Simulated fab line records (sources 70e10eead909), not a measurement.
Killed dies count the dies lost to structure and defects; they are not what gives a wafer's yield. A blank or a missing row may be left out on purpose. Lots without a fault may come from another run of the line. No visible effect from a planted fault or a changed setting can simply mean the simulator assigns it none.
Chamber matching ; flow nand harc ; 4 sister chambers for NHARC_P_ZERO_WELL_DESCUM_54 on rie diel-07
The step chemistry O2, time 3 s. 39 wafers are shown with their chamber, then 12 later ones without.

== WAFERS WITH THEIR CHAMBER ==
wafer;chamber;drypump motor current A (A);rf vpp V (V);oes product au (a.u.)
L075.2;3;5.8;57.5;1.011
L075.5;1;5.6;58.9;1.024
L075.6;2;6.0;56.2;1.021
L076.1;3;5.8;57.4;1.005
L076.2;2;6.0;55.9;1.010
L076.6;0;4.8;58.5;1.009
L077.2;3;5.8;56.8;1.001
L077.3;0;4.8;58.6;0.995
L077.4;3;5.8;57.2;1.001
L077.1;2;6.1;56.9;0.996
L077.5;2;6.1;57.2;1.010
L077.6;0;4.8;57.0;1.012
L078.1;3;5.8;57.3;1.003
L078.2;0;4.8;56.7;1.014
L078.3;2;6.1;58.5;1.003
L082.1;0;4.8;58.9;1.025
L082.4;3;5.8;57.5;1.005
L082.6;1;5.6;58.6;1.002
L082.2;1;5.6;58.2;1.012
L082.3;2;6.1;57.4;1.008
L082.5;0;4.8;57.7;1.021
L084.1;3;5.8;58.6;0.996
L084.2;2;6.1;57.5;0.998
L084.6;2;6.1;58.9;0.996
L085.2;1;5.6;58.3;1.004
L085.3;2;6.1;58.1;1.000
L085.5;0;4.8;56.9;1.013
L087.1;0;4.8;58.1;1.008
L087.4;1;5.6;58.7;1.005
L087.6;0;4.8;56.3;1.011
L087.2;3;5.8;57.2;0.998
L087.3;2;6.1;58.2;0.998
L087.5;1;5.7;58.3;1.003
L089.1;2;6.1;57.1;0.988
L089.2;3;5.8;58.5;0.995
L089.3;0;4.8;56.7;1.006
L092.1;1;5.6;57.4;0.985
L092.2;3;5.8;57.6;0.988
L092.4;0;4.8;56.7;0.997

SIGNATURES (averages over the wafers above)
reading;chamber 0;chamber 1;chamber 2;chamber 3;scatter within a chamber
drypump motor current A;4.800;5.614;6.082;5.800;0.0267
rf vpp V;57.464;58.343;57.445;57.560;0.784
oes product au;1.01009;1.00500;1.00255;1.00030;0.00896
Rule: distance of a wafer from a chamber = root of the sum over the readings of ((wafer's reading minus chamber's mean) / reading's scatter) squared. If the next closest chamber is less than 2 further off than the closest, the wafer can't be placed; otherwise it belongs to the closest. The scatter: the root of (the sum of the squares of (reading less its chamber's mean) over the shown wafers, divided by (wafers less chambers)).

== WAFERS WITH NO CHAMBER GIVEN ==
wafer;drypump motor current A (A);rf vpp V (V);oes product au (a.u.)
L093.3;6.1;58.3;0.997
L093.5;4.8;57.4;1.001
L093.6;5.8;58.8;0.992
L096.1;6.1;58.0;1.002
L096.4;5.6;59.3;1.007
L096.5;5.6;58.6;1.010
L096.2;5.8;57.5;0.992
L096.3;4.8;57.7;1.000
L096.6;6.0;57.9;1.010
L097.1;5.6;58.1;1.002
L097.2;4.8;56.0;1.000
L097.4;6.1;57.4;0.999

== WHICH CHAMBER EACH WENT THROUGH ==
wafer;from the rows above;in truth
L093.3;2;2
L093.5;0;0
L093.6;3;3
L096.1;2;2
L096.4;1;1
L096.5;1;1
L096.2;3;3
L096.3;0;0
L096.6;2;2
L097.1;1;1
L097.2;0;0
L097.4;2;2
12 of 12 placed correctly. From these rows, 0 cannot be placed. Number placed wrongly: 0.
